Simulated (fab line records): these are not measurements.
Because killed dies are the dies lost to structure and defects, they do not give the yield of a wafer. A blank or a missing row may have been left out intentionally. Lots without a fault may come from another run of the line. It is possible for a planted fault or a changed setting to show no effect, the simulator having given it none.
Split-lot trial + flow n5-finfet + 21 wafers read across 7 lots, on a route 1938 steps long

== SPLIT DETAILS ==
At N5_BEOL_M5_VIA_ETCH_34 (etches SiCOH lowk in C4F6/O2, target depth 88.3 nm, time 39.2 s), the setting source-w was moved away from the recipe's 345 W on 5 of the 21 wafers read, by -11.3% to +17.7%. The other wafers ran this setting at the recipe's value.

The reading comes from the split's own step.

== THE READING ==
rf-vpp-V, in V, at N5_BEOL_M5_VIA_ETCH_34 (etches SiCOH lowk in C4F6/O2, target depth 88.3 nm, time 39.2 s). A value of 668 V with a standard deviation of 12 V is what fault-free wafers of this fab line usually give.

| wafer  | tool, chamber at the split | source-w as run, W | against the recipe | rf-vpp-V, V | against lot-mates on the recipe |
|--------|----------------------------|--------------------|--------------------|-------------|---------------------------------|
| L077.1 | rie-diel-03, 3             | 345                | recipe             | 667         | -                               |
| L077.3 | rie-diel-03, 1             | 345                | recipe             | 677         | -                               |
| L077.4 | rie-diel-03, 2             | 345                | recipe             | 674         | -                               |
| L081.3 | rie-diel-04, 2             | 345                | recipe             | 669         | -                               |
| L081.5 | rie-diel-04, 2             | 345                | recipe             | 668         | -                               |
| L081.6 | rie-diel-04, 1             | 345                | recipe             | 681         | -                               |
| L088.1 | rie-diel-02, 1             | 345                | recipe             | 675         | -                               |
| L088.3 | rie-diel-02, 3             | 378.5              | +9.7%              | 641         | -34                             |
| L088.5 | rie-diel-02, 0             | 378.5              | +9.7%              | 614         | -61                             |
| L090.1 | rie-diel-02, 2             | 345                | recipe             | 664         | -                               |
| L090.4 | rie-diel-02, 0             | 345                | recipe             | 642         | -                               |
| L090.5 | rie-diel-02, 0             | 345                | recipe             | 642         | -                               |
| L091.3 | rie-diel-02, 3             | 305.9              | -11.3%             | 716         | +50                             |
| L091.4 | rie-diel-02, 3             | 305.9              | -11.3%             | 716         | +50                             |
| L091.6 | rie-diel-02, 2             | 345                | recipe             | 666         | -                               |
| L095.3 | rie-diel-03, 2             | 345                | recipe             | 673         | -                               |
| L095.4 | rie-diel-03, 1             | 406.1              | +17.7%             | 623         | -52                             |
| L095.6 | rie-diel-03, 1             | 345                | recipe             | 678         | -                               |
| L096.1 | rie-diel-03, 2             | 345                | recipe             | 672         | -                               |
| L096.4 | rie-diel-03, 0             | 345                | recipe             | 667         | -                               |
| L096.5 | rie-diel-03, 2             | 345                | recipe             | 672         | -                               |

FIT RESULTS
A straight line over all 21 wafers: rf-vpp-V changes by -3.54 V for each +1% of source-w; r = -0.88; the points scatter about the line by 12 V.
The same after taking each lot's own level away (the mean of its wafers on the recipe; 21 wafers): -3.94 V for each +1%; r = -0.94; scatter 8.6 V.
According to that fit, moving source-w by its largest amount changes the reading by 70 V.
The span of the lots' own levels, 649.3 to 675.5 V, comes to 2.2 times the standard deviation stated above.
In other words, the slope is changed by the lot-to-lot level; the two fits disagree.
Check: with one of the wafers moved furthest among these (+17.7%) left out of the fit, the line predicts -82.3 V for it against its lot-mates. It came out at -52.5 V against them.
Tool readings at the split's step, against how far the setting was moved: rf-vpp-V r = -0.88.

== ADDITIONAL SPLITS CARRIED BY THESE WAFERS ==
These wafers also went through other splits before the reading. Each is held against what the fit with the lots' levels taken away leaves over:
| other split on the same wafers    | wafers away from the commonest value | r with rf-vpp-V (lot level and that fit taken away) |
|-----------------------------------|--------------------------------------|-----------------------------------------------------|
| N5_BEOL_M0_CUTY_EXPOSE_54 dose-mj | 6                                    | -0.04                                               |
| N5_BEOL_M0_CUTY_DESCUM_61 time-s  | 8                                    | +0.21                                               |
| N5_BEOL_M2_PECVD_72 temp-c        | 4                                    | -0.36                                               |
| N5_BEOL_M2_COAT_62 spin-rpm       | 11                                   | +0.24                                               |
| N5_BEOL_M4_ILD_DEP_00 time-s      | 13                                   | +0.10                                               |
| N5_BEOL_M4_COAT_73 spin-rpm       | 5                                    | +0.39                                               |
| N5_BEOL_M5_COAT_71 spin-rpm       | 5                                    | +0.01                                               |

== FILE'S OWN FIT ==
rf-vpp-V changes by -3.65 V for each +1% of source-w, r = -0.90.
